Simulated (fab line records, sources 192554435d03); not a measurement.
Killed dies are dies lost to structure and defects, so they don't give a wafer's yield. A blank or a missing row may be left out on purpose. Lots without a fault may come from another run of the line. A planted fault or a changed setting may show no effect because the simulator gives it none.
One fault seen from 3 desks | flow n5_finfet | each desk has only its own numbers; what lay behind them comes last

THE TOOL OWNER'S DESK: pecvd-01
The tool's own readings at N5_BEOL_M2_ILD_DEP_00 (deposits SiOC from DEMS/O2, target thk 79 nm, time 15.3 s): means of the sampled wafers that have a number, for each lot that ran on this tool. A lot is out of limits, marked OUT, if its mean lies more than 4 standard deviations from the usual mean; the brackets give that distance.
Columns: A = heater_power_w at N5_BEOL_M2_ILD_DEP_00, usual 477 W; B = showerhead_plenum_p_Torr at N5_BEOL_M2_ILD_DEP_00, usual 5.695 Torr; C = showerhead_vpp_V at N5_BEOL_M2_ILD_DEP_00, usual 1386 V; D = throttle_valve_pct at N5_BEOL_M2_ILD_DEP_00, usual 12.0 %
lot  | first seen here | A   | B     | C    | D
L833 | day 7 13:00     | 514 | 5.696 | 1352 | 12.2
L835 | day 7 14:58     | 492 | 5.696 | 1357 | 12.1
L845 | day 10 04:47    | 550 | 5.689 | 1329 | 12.3
L846 | day 10 08:30    | 501 | 5.696 | 1374 | 11.9
This desk's finding: nothing out of limits on any of the 4 lots.

THE DEFECT DESK
What the inspections along the route counted, lot by lot: means of the sampled wafers that have a number. A lot is out of limits, marked OUT, if its mean lies more than 4 standard deviations from the usual mean; the brackets give that distance.
Columns: A = raw_defect_count at N5_BEOL_M1_INSPECT_59, usual 71
lot  | first seen here | A
L830 | day 6 21:29     | 63
L833 | day 7 12:58     | 62
L834 | day 7 13:07     | 54
L835 | day 7 14:56     | 62
L845 | day 10 04:44    | 80
L846 | day 10 08:28    | 76
L847 | day 10 11:49    | 88
L848 | day 10 19:05    | 51
L853 | day 12 11:06    | 55
L852 | day 12 15:30    | 70
This desk's finding: nothing out of limits on any of the 10 lots.

THE METROLOGY DESK
What the gauges read, lot by lot, whatever tool the lot ran on: means of the sampled wafers that have a number. A lot is out of limits, marked OUT, if its mean lies more than 4 standard deviations from the usual mean; the brackets give that distance. Of its 11 readings 7 are shown: those that lie furthest out on some lot.
Columns: A = M2_ILD_THK at N5_BEOL_M2_THK_MEAS_01, usual 79.2 nm; B = DIBL_P at N5_BEOL_M4_RC_MEAS_101, usual 36.3 mV/V; C = IOFF_N at N5_BEOL_M4_RC_MEAS_101, usual 0.16 nA/um; D = IOFF_P at N5_BEOL_M4_RC_MEAS_101, usual 0.21 nA/um; E = ION_N at N5_BEOL_M4_RC_MEAS_101, usual 676 uA/um; F = ION_P at N5_BEOL_M4_RC_MEAS_101, usual 462 uA/um; G = SS_N at N5_BEOL_M4_RC_MEAS_101, usual 71.5 mV/dec
lot  | first seen here | A    | B    | C    | D    | E   | F   | G
L830 | day 6 21:36     | 79.7 | 36.9 | 0.19 | 0.22 | 685 | 467 | 72.0
L833 | day 7 13:04     | 78.6 | 37.0 | 0.20 | 0.26 | 693 | 471 | 71.5
L834 | day 7 13:13     | 79.1 | 33.8 | 0.13 | 0.18 | 664 | 452 | 70.4
L835 | day 7 15:02     | 78.9 | 37.4 | 0.19 | 0.25 | 681 | 467 | 71.5
L845 | day 10 04:50    | 81.9 | 35.9 | 0.14 | 0.20 | 673 | 463 | 71.7
L846 | day 10 08:34    | 82.5 | 35.7 | 0.14 | 0.20 | 669 | 461 | 71.0
L847 | day 10 11:56    | 80.0 | 38.3 | 0.18 | 0.22 | 677 | 463 | 71.8
L848 | day 10 19:11    | 79.4 | 38.4 | 0.21 | 0.25 | 694 | 472 | 71.9
L853 | day 12 11:12    | 79.4 | 36.2 | 0.16 | 0.22 | 682 | 469 | 71.7
L852 | day 12 15:36    | 80.1 | 36.8 | 0.16 | 0.23 | 665 | 463 | 72.0
This desk's finding: nothing out of limits on any of the 10 lots.

PUT TOGETHER
The tool owner's desk saw nothing out of limits.
The defect desk saw nothing out of limits.
The metrology desk saw nothing out of limits.

WHAT THE SIMULATOR HAD PUT IN
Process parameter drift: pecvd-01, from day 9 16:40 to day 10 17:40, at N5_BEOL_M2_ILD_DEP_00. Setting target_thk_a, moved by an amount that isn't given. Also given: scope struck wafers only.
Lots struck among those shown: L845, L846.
